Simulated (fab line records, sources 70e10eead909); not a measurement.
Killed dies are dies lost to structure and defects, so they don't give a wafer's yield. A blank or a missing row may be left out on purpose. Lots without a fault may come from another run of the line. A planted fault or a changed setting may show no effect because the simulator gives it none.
fab line records | flow nand_harc
record lots=5 wafers=14 last_day=23
route steps=1159 shown A_M1@1039 A_BONDPAD@1059 END@1159
lots that met no fault: from a run of the same line without faults
start_h: hours from the record's first day to the start of the lot's first wafer shown | wait_h: hours since the lot's step before | " the same as in the row above | L1.1+2: a row that stands for several wafers | - no value, or no start given | * or withheld: withheld | < > ~ a bound
route shown NAME@n: a module of which the file shows steps, and the number in the route of the first | usual: mean/standard deviation of fault-free wafers | same: alike in all rows | chamber/n: place in a boat | sites: the reading at each site | _std_site: their standard deviation | _edge_site: outer sites' mean less inner sites' | radius_mm: how far each site lies from the wafer's centre | mask NAME#n: copy n | behind: the tool/chamber that last shaped the wafer | hold: why the lot was held/for how many hours/how that ended | device: the transistor (n, p or np) that didn't switch | end of line: the same wafers' tests at the end of the route | a step without rows: its recipe alone | killed: dies lost to structure and defects at the first sort, not the wafer's yield | map: a wafer's dies, x killed, . not, _ none there
set.NAME: the setting as run; set.NAME@STEP: as run at that earlier step | model.NAME: the simulator's own value behind a step, which no gauge read
lots at some steps of the route; a table a step, a row a wafer
services: from which hour (start_h, from the record's first day; less than 0 if before it) a tool's chamber was out of use, for how many hours, and why
## steps
# step NHARC_A_M1_DESCUM_14
# recipe time_s=3 o2_flow_sccm=200 ar_flow_sccm=0 bias_power_w=0 chemistry=O2
# step NHARC_A_M1_ETCH_35
# recipe target_depth_a=400 overetch_a=120 time_s=43.94 ion_energy_ev=200 n2_flow_sccm=150 h2_flow_sccm=150 ar_flow_sccm=0 rf_w=400 bias_w=150 chemistry=N2/H2
# step NHARC_A_M1_ETCH_15
# recipe target_depth_a=1825 time_s=91.2 c4f8_flow_sccm=withheld ar_flow_sccm=400 rf_w=600 bias_w=300 chemistry=C4F8/Ar
# step NHARC_A_M1_STRIP_18
# recipe power_w=1000 n2_flow_sccm=150 h2_flow_sccm=150 ar_flow_sccm=0 bias_w=0 chemistry=N2/H2
# step NHARC_A_M1_ETCH_28
# recipe target_depth_a=300 over_etch_frac=0.3 time_s=72.99 ion_energy_ev=150 cf4_flow_sccm=50 n2_flow_sccm=100 ar_flow_sccm=150 rf_w=300 bias_w=100 chemistry=CF4/N2
# step NHARC_A_M1_STRIP_19
# recipe time_s=600 temp_c=30 chemistry=post_etch_residue_remover
# step NHARC_A_M1_DEGAS_29
# recipe temp_c=250 time_s=60
# step NHARC_A_M1_PRE_CLEAN_30
# recipe time_s=30 temp_c=280 gas=H2/He
# step NHARC_A_M1_PVD_20
# recipe target_thk_a=50 bias_v=168.6 power_w=15000 chamber_pressure_pa=0.12 time_s=8.06 substrate_temp_c=50 material=TaN
# step NHARC_A_M1_PVD_21
# recipe target_thk_a=300 chamber_pressure_pa=5 power_w=5000 substrate_temp_c=30 time_s=20.49 material=Cu
# usual cathode_dc_power_W=4999.8/0.89 throttle_valve_pct=30.2/0.76
# columns lot.wafer tool chamber start_h wait_h cathode_dc_power_W throttle_valve_pct
L787.4 pvd_sputter-02 - 417.53 - 5000.1 30.1
L787.3 " - " " 5000.2 31.4
L787.2 " - " " 5000.1 29.7
L794.3 pvd_sputter-01 - 464.63 - 5000.7 29.4
L794.2 " - " " 5000.5 29.5
L794.5 " - " " 4998.6 30.7
L806.2 pvd_sputter-02 - 514.73 - 5000.2 29.6
L806.5 " - " " 4999.4 31.3
L806.6 " - " " 5000.4 29.5
L805.2 pvd_sputter-02 - 519.52 - 5000.9 31.3
L805.5 " - " " 4999.1 31.5
L805.6 " - " " 4998.2 29.7
L803.1 pvd_sputter-02 - 519.70 - 5000.6 29.8
L803.3 " - " " 4999.7 30.1
# step NHARC_A_M1_ECD_22
# recipe target_thk_a=4000 bath_temp_c=25 material=Cu
# step NHARC_A_M1_ANNEAL_31
# recipe temp_c=225 time_s=90
# step NHARC_A_M1_CMP_23
# recipe t_overpolish_s=20 target_thk_nm=154.34
# step NHARC_A_M1_SRD_25
# step NHARC_A_M1_PRE_CLEAN_32
# recipe time_s=12 temp_c=370 rf_power_w=300 gas=NH3
# step NHARC_A_M1_DEP_33
# recipe target_thk_a=300 temp_c=370 target_thk_nm=30 pressure_torr=3 flow_sccm=200 rf_w=450 material=SiCN
# step NHARC_A_BONDPAD_DEP_00
# recipe target_thk_a=2500 temp_c=370 target_thk_nm=250 pressure_torr=3 flow_sccm=200 rf_w=450 material=SiCN
# step NHARC_A_BONDPAD_CMP_29
# recipe target_thk_nm=200 material=SiCN
# step NHARC_A_BONDPAD_SRD_31
# step NHARC_A_BONDPAD_DEHYDRATE_01
# recipe temp_c=150 time_s=120
# step NHARC_A_BONDPAD_HMDS_02
# recipe time_s=30
# step NHARC_A_BONDPAD_COAT_33
# recipe temp_c=200 time_s=65
# step NHARC_A_BONDPAD_COAT_03
# recipe spin_rpm=2000 resist_thk_nm=600
# step NHARC_A_BONDPAD_SOFTBAKE_04
# recipe temp_c=125 time_s=70
# step NHARC_A_BONDPAD_EBR_05
# step NHARC_A_BONDPAD_EXPOSE_06
# recipe na=0.55 dose_mj=36.99 mask_id=A_BPAD
# step NHARC_A_BONDPAD_PEB_07
# recipe peb_temp_c=128 peb_time_s=80
# step NHARC_A_BONDPAD_DEVELOP_08
# recipe time_s=50 dev_temp_c=22
# step NHARC_A_BONDPAD_HARDBAKE_10
# recipe temp_c=118 time_s=65
# step NHARC_A_BONDPAD_DESCUM_11
# recipe time_s=3 o2_flow_sccm=200 ar_flow_sccm=0 bias_power_w=0 chemistry=O2
# step NHARC_A_BONDPAD_ETCH_34
# recipe target_depth_a=600 overetch_a=180 time_s=65.91 ion_energy_ev=200 n2_flow_sccm=150 h2_flow_sccm=150 ar_flow_sccm=0 rf_w=400 bias_w=150 chemistry=N2/H2
# step NHARC_A_BONDPAD_ETCH_12
# recipe target_depth_a=2200 time_s=110 chf3_flow_sccm=50 o2_flow_sccm=10 ar_flow_sccm=200 rf_w=500 bias_w=200 chemistry=CHF3/O2
# step NHARC_END_SORT_01
# recipe temp_c=25
# usual defect_limited_yield=95.4/1.3 killed_at_array=27/8 killed_at_other=0.8/1.2 killed_at_periphery=3.3/2.3 killed_dies=31/8.8 killed_open=3.2/2.1 killed_short=2.1/1.4 sort_bin_2_pct=1.4/0.55 sort_bin_3_pct=0.25/0.2 sort_bin_4_pct=2.9/0.92 sort_n_pass=646/8.8 sort_rim_yield_pct=95.5/2.7 sort_yield_pct=95.4/1.3
# same gross_dies=677 sort_bin_5_pct[%]=0 sort_bin_6_pct[%]=0 sort_bin_7_pct[%]=0 sort_bin_8_pct[%]=0 sort_rim_n_gross=106.00
# columns lot.wafer tool chamber start_h wait_h defect_limited_yield[%] killed_at_array killed_at_other killed_at_periphery killed_dies killed_open killed_short sort_bin_2_pct[%] sort_bin_3_pct[%] sort_bin_4_pct[%] sort_n_pass sort_rim_yield_pct[%] sort_yield_pct[%]
L806.5 prober-01 0 553.19 3.7 0 672 0 5 677 6 3 97.8 0.30 1.9 0 0 0
L803.3 prober-01 0 559.44 3.1 0 673 2 2 677 1 1 95.9 0.15 4.0 0 0 0
L805.5 prober-02 0 561.00 3.7 0 673 0 4 677 4 3 96.5 0.89 2.7 0 0 0
# killed by level:class
L806.5 A_M1:area_pvd=654 A_CONTACT:chamber_film_flake=5 A_CHANNEL_HOLE_D1:chamber_film_flake=4 A_SLIT:chamber_film_flake=2 P_GATE:geometric_particle:open=1 P_CONTACT:geometric_particle:open=1 P_M0:geometric_particle:open=1 P_M1:geometric_particle:open=1
L803.3 A_M1:area_pvd=639 A_CHANNEL_HOLE_D1:chamber_film_flake=21 A_STAIRCASE:chamber_film_flake=5 A_WL_FILL:chamber_film_flake=3 A_M0:chamber_film_flake=3 THIN_TSV:chamber_film_flake=2 P_M2:geometric_particle:open=1 A_CONTACT:geometric_particle:short=1
L805.5 A_M1:area_pvd=636 A_CHANNEL_HOLE_D1:chamber_film_flake=19 A_CONTACT:chamber_film_flake=8 A_CONTACT:geometric_particle:open=2 P_STI:chamber_film_flake=2 A_STAIRCASE:chamber_film_flake=2 A_ONON_D1:geometric_particle:open=1 A_WL_FILL:geometric_particle:short=1
# map L803.3 (x killed, . not)
____________x____________
_________xxxxxxx_________
_______xxxxxxxxxxx_______
______xxxxxxxxxxxxx______
_____xxxxxxxxxxxxxxx_____
____xxxxxxxxxxxxxxxxx____
____xxxxxxxxxxxxxxxxx____
___xxxxxxxxxxxxxxxxxxx___
___xxxxxxxxxxxxxxxxxxx___
__xxxxxxxxxxxxxxxxxxxxx__
__xxxxxxxxxxxxxxxxxxxxx__
_xxxxxxxxxxxxxxxxxxxxxxx_
_xxxxxxxxxxxxxxxxxxxxxxx_
_xxxxxxxxxxxxxxxxxxxxxxx_
_xxxxxxxxxxxxxxxxxxxxxxx_
_xxxxxxxxxxxxxxxxxxxxxxx_
xxxxxxxxxxxxxxxxxxxxxxxxx
xxxxxxxxxxxxxxxxxxxxxxxxx
xxxxxxxxxxxxxxxxxxxxxxxxx
xxxxxxxxxxxxxxxxxxxxxxxxx
xxxxxxxxxxxxxxxxxxxxxxxxx
_xxxxxxxxxxxxxxxxxxxxxxx_
_xxxxxxxxxxxxxxxxxxxxxxx_
_xxxxxxxxxxxxxxxxxxxxxxx_
_xxxxxxxxxxxxxxxxxxxxxxx_
_xxxxxxxxxxxxxxxxxxxxxxx_
__xxxxxxxxxxxxxxxxxxxxx__
__xxxxxxxxxxxxxxxxxxxxx__
___xxxxxxxxxxxxxxxxxxx___
___xxxxxxxxxxxxxxxxxxx___
____xxxxxxxxxxxxxxxxx____
____xxxxxxxxxxxxxxxxx____
_____xxxxxxxxxxxxxxx_____
______xxxxxxxxxxxxx______
_______xxxxxxxxxxx_______
_________xxxxxxx_________
____________x____________
# map L805.5 (x killed, . not)
____________x____________
_________xxxxxxx_________
_______xxxxxxxxxxx_______
______xxxxxxxxxxxxx______
_____xxxxxxxxxxxxxxx_____
____xxxxxxxxxxxxxxxxx____
____xxxxxxxxxxxxxxxxx____
___xxxxxxxxxxxxxxxxxxx___
___xxxxxxxxxxxxxxxxxxx___
__xxxxxxxxxxxxxxxxxxxxx__
__xxxxxxxxxxxxxxxxxxxxx__
_xxxxxxxxxxxxxxxxxxxxxxx_
_xxxxxxxxxxxxxxxxxxxxxxx_
_xxxxxxxxxxxxxxxxxxxxxxx_
_xxxxxxxxxxxxxxxxxxxxxxx_
_xxxxxxxxxxxxxxxxxxxxxxx_
xxxxxxxxxxxxxxxxxxxxxxxxx
xxxxxxxxxxxxxxxxxxxxxxxxx
xxxxxxxxxxxxxxxxxxxxxxxxx
xxxxxxxxxxxxxxxxxxxxxxxxx
xxxxxxxxxxxxxxxxxxxxxxxxx
_xxxxxxxxxxxxxxxxxxxxxxx_
_xxxxxxxxxxxxxxxxxxxxxxx_
_xxxxxxxxxxxxxxxxxxxxxxx_
_xxxxxxxxxxxxxxxxxxxxxxx_
_xxxxxxxxxxxxxxxxxxxxxxx_
__xxxxxxxxxxxxxxxxxxxxx__
__xxxxxxxxxxxxxxxxxxxxx__
___xxxxxxxxxxxxxxxxxxx___
___xxxxxxxxxxxxxxxxxxx___
____xxxxxxxxxxxxxxxxx____
____xxxxxxxxxxxxxxxxx____
_____xxxxxxxxxxxxxxx_____
______xxxxxxxxxxxxx______
_______xxxxxxxxxxx_______
_________xxxxxxx_________
____________x____________
## services
# columns tool chamber start_h hours kind
pvd_sputter-01 - 514.04 10.0 pm
## key
first_sign step=NHARC_END_SORT_01 reading=sort_bin_2_pct direction=up sigmas=99+ usual=1.4 struck=96.7
effect step=NHARC_END_SORT_01 reading=killed_at_array direction=up sigmas=81 usual=27 struck=673
more_kills_born_at NHARC_A_M1_PVD_21@pvd_sputter-02=1929
met_at NHARC_A_M1_PVD_21
struck_wafers L803.3,L805.5,L806.5
later_rows_left_out L803.3,L805.5,L806.5
onset_between 417.53 514.73
fault kind=process_parameter_drift tool=pvd_sputter-02 chamber=- onset_h=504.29 steps=NHARC_A_M1_PVD_21 channel=target_thk_a offset=* shape=step end_h=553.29 scope=struck_wafers_only acts_in=* stated=*
# later_rows_left_out: the simulator's readings of these wafers behind a module that went badly wrong aren't trusted and aren't shown, but for the sort
